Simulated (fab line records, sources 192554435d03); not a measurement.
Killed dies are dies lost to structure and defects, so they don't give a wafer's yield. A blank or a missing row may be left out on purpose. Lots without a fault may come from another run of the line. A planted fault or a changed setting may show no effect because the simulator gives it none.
A struck lot beside a sound one | flow n5_finfet | 41 steps out of a route of 1938
Sound: wafers L789.1, L789.2, L789.6. Struck: wafers L795.2, L795.4, L795.6. The cause comes at the end.
At each step with rows: each side's tool, then ch and its chambers, then its first start. Under that, the readings that differ: sound wafers | struck wafers | difference of the means | sigmas: that difference in standard deviations of wafers without a fault.
alike: readings whose means differ by less than 2 such deviations, and words and numbers that are the same on both sides. not compared: withheld readings, readings that some wafer has no value for, bounds like >300 that may hide the same value, and numbers for which the record gives no deviation and whose values overlap.
The two part at a step that has a row with sigmas, a row that says differs or no value, or rows on one side only. Numbers that don't overlap but have no deviation are shown without sigmas and don't part them. A reading that every wafer of one side lacks parts them only if that side has two wafers or more.

first, 9 steps without rows for these wafers: N5_BEOL_M4_ANNEAL_95 (time 240 s); N5_BEOL_M4_SPUTTER_96 (material Cu, target thk 4.5 nm, time 8.29 s); N5_BEOL_M4_ECD_50 (material Cu, target thk 300 nm); N5_BEOL_M4_ANNEAL_51 (time 90 s); N5_BEOL_M4_CMP_52 (polishes, stops on SiOC, t overpolish 6.8 s, target thk 40 nm); N5_BEOL_M4_PRE_CLEAN_60 (time 15 s); N5_BEOL_M4_CO_CAP_55 (material Co, precursor CCTBA/H2, target thk 2 nm, time 102.1 s); N5_BEOL_M4_PRE_CLEAN_56 (time 15 s); N5_BEOL_M4_DEP_57 (deposits SiCN from 3MS/NH3, target thk 8 nm, time 14 s).
N5_BEOL_M4_RC_MEAS_101:
  sound on prober-02 ch 0, day 11 04:00; struck on prober-01 ch 0, day 12 12:07
  reading        | sound          | struck         | difference | sigmas
  DIBL_P (mV/V)  | 41.2 37.8 39.5 | 36.1 33.0 30.6 | -6.3       | -3
  IOFF_N (nA/um) | 0.25 0.18 0.21 | 0.16 0.12 0.10 | -0.09      | -2
  IOFF_P (nA/um) | 0.28 0.22 0.25 | 0.20 0.16 0.13 | -0.09      | -2
  ION_N (uA/um)  | 696 693 693    | 670 660 646    | -35        | -3
  ION_P (uA/um)  | 471 467 466    | 454 458 442    | -17        | -2
  SS_N (mV/dec)  | 72.2 71.2 72.3 | 71.7 70.5 69.7 | -1.3       | -2
  VT_N (mV)      | 244 247 243    | 252 256 260    | +11        | +3
  alike: DIBL_N, SS_P, VT_P
then, 24 steps without rows for these wafers: N5_BEOL_M5_ILD_DEP_00 (deposits SiCOH lowk from DEMS/porogen, target thk 140.64 nm, time 25.9 s); N5_BEOL_M5_CURE_79 (cures SiCOH lowk, time 240 s); N5_BEOL_M5_PECVD_70 (deposits SiO2 from TEOS/O2, target thk 16 nm, time 18 s); N5_BEOL_M5_HM_DEP_02 (deposits TiN, target thk 20 nm); N5_BEOL_M5_COAT_59 (time 60 s, resist thk 60 nm); N5_BEOL_M5_COAT_60 (time 60 s, resist thk 12 nm); N5_BEOL_M5_COAT_71 (time 60 s, resist thk 5 nm); N5_BEOL_M5_COAT_05 (resist thk 30 nm); N5_BEOL_M5_EBR_07; N5_BEOL_M5_SOFTBAKE_06 (time 60 s); N5_BEOL_M5_EXPOSE_08 (exposes mask M5, target cd 28 nm); N5_BEOL_M5_PEB_09 (peb time 60 s); N5_BEOL_M5_DEVELOP_10 (develop time 30 s); N5_BEOL_M5_DESCUM_16 (chemistry O2, time 7 s); N5_BEOL_M5_ETCH_72 (etches underlayer in N2/H2, target depth 6.5 nm, time 5.2 s); N5_BEOL_M5_ETCH_61 (etches SiARC in CF4, target depth 15.6 nm, time 26 s); N5_BEOL_M5_ETCH_62 (etches SOC in N2/H2, target depth 75 nm, overetch 15 nm, time 112.5 s); N5_BEOL_M5_STRIP_63 (strips in N2/H2); N5_BEOL_M5_STRIP_73 (strips in N2/H2); N5_BEOL_M5_STRIP_64 (strips in CF4); N5_BEOL_M5_HM_OPEN_17 (chemistry Cl2/BCl3, target TiN, target depth 20 nm, overetch 6 nm); N5_BEOL_M5_STRIP_19 (strips in O2); N5_BEOL_M5_COAT_65 (time 60 s, resist thk 60 nm); N5_BEOL_M5_COAT_66 (time 60 s, resist thk 12 nm).
N5_BEOL_M8_STRIP_67: strips in CF4.
  sound on rie_diel-06 ch 1,3, day 12 13:25; struck on rie_diel-06 ch 1,3, day 13 20:22
  no value came back on the struck wafers for any of 7 readings (bias_power_w (W), cf4_flow_sccm (sccm) and others); on the sound wafers bias_power_w (W) reads 75.15 74.80 74.69
  reading                                    | sound | struck         | difference | sigmas
  model.SiARC_of_BEOL_M8_COAT_60.thk_nm (nm) | 0 0 0 | 28.4 28.2 28.2 | +28.3      |
  not compared: rf_hours_counter_h
N5_BEOL_M8_STRIP_19: strips in O2.
  sound on rie_diel-06 ch 0,1,2, day 12 13:34; struck on rie_diel-06 ch 0,2,3, day 13 20:52
  reading                                  | sound | struck       | difference | sigmas
  model.SOC_of_BEOL_M8_COAT_59.thk_nm (nm) | 0 0 0 | 92.6 92 92.4 | +92.3      |
  alike: chamber_pressure_mTorr, drypump_motor_current_A, oes_product_au, rf_vpp_V, showerhead_plenum_p_Torr, throttle_valve_pct
  not compared: rf_hours_counter_h
N5_BEOL_M8_ETCH_66: etches SOC in N2/H2, target depth 80 nm, overetch 16 nm, time 120 s.
  sound on rie_diel-01 ch 0,1,2, day 12 14:38; struck on rie_diel-06 ch 0,2,3, day 14 00:26
  reading                  | sound             | struck           | difference | sigmas
  oes_product_au (a.u.)    | 0.60 0.59 0.55    | 0.89 0.74 0.90   | +0.26      | +4
  model.etch.depth_nm (nm) | 60.13 60.23 59.94 | 94.37 97.07 96.1 | +35.75     |
  alike: drypump_motor_current_A, rf_vpp_V, showerhead_plenum_p_Torr, throttle_valve_pct
  not compared: rf_hours_counter_h
N5_BEOL_M8_VIA_ETCH_34: etches SiCOH lowk in C4F6/O2, target depth 125.5 nm, time 50.5 s.
  sound on rie_diel-01 ch 0,1,2, day 12 14:44; struck on rie_diel-06 ch 0,2,3, day 14 00:32
  reading               | sound             | struck            | difference | sigmas
  mfc_ar_sccm (sccm)    | 299.3 299.9 298.0 | 300.3 302.0 300.6 | +1.9       | +2
  oes_product_au (a.u.) | 0.81 0.77 0.71    | 0.33 0.27 0.35    | -0.45      | -5
  alike: drypump_motor_current_A, rf_vpp_V, showerhead_plenum_p_Torr, throttle_valve_pct
  not compared: rf_hours_counter_h
N5_BEOL_M8_ETCH_41: etches SiCN in CH3F/O2, target depth 31.9 nm, time 57.8 s.
  sound on rie_diel-01 ch 0,1,2; struck on rie_diel-06 ch 0,2,3
  reading                                    | sound | struck       | difference | sigmas
  model.SiARC_of_BEOL_M8_COAT_60.thk_nm (nm) | 0 0 0 | 18 17.6 17.8 | +18        |
  alike: drypump_motor_current_A, mfc_ar_sccm, oes_product_au, rf_vpp_V, showerhead_plenum_p_Torr, throttle_valve_pct
  not compared: rf_hours_counter_h
N5_BEOL_M8_OCD_MEAS_38:
  sound on ocd-02, day 12 14:59; struck on ocd-01, day 14 00:47
  reading              | sound          | struck | difference                    | sigmas
  trench_depth_nm (nm) | 94.3 93.4 92.8 | - - -  | no value on the struck wafers |
-- the record jumps here: 3 days lie between the struck wafers' starts before and after (it left off in module BEOL_M8 and takes up again in module PASSIVATION, whose first step shown is number 1936 of the route) --
N5_PASSIVATION_PROBE_49:
  the record has rows for the struck wafers here (prober-01, day 17 07:01) and none for the sound ones

WHERE THEY PART
First at N5_BEOL_M4_RC_MEAS_101; last, within this record, at N5_PASSIVATION_PROBE_49.

WHY: what the simulator had put in
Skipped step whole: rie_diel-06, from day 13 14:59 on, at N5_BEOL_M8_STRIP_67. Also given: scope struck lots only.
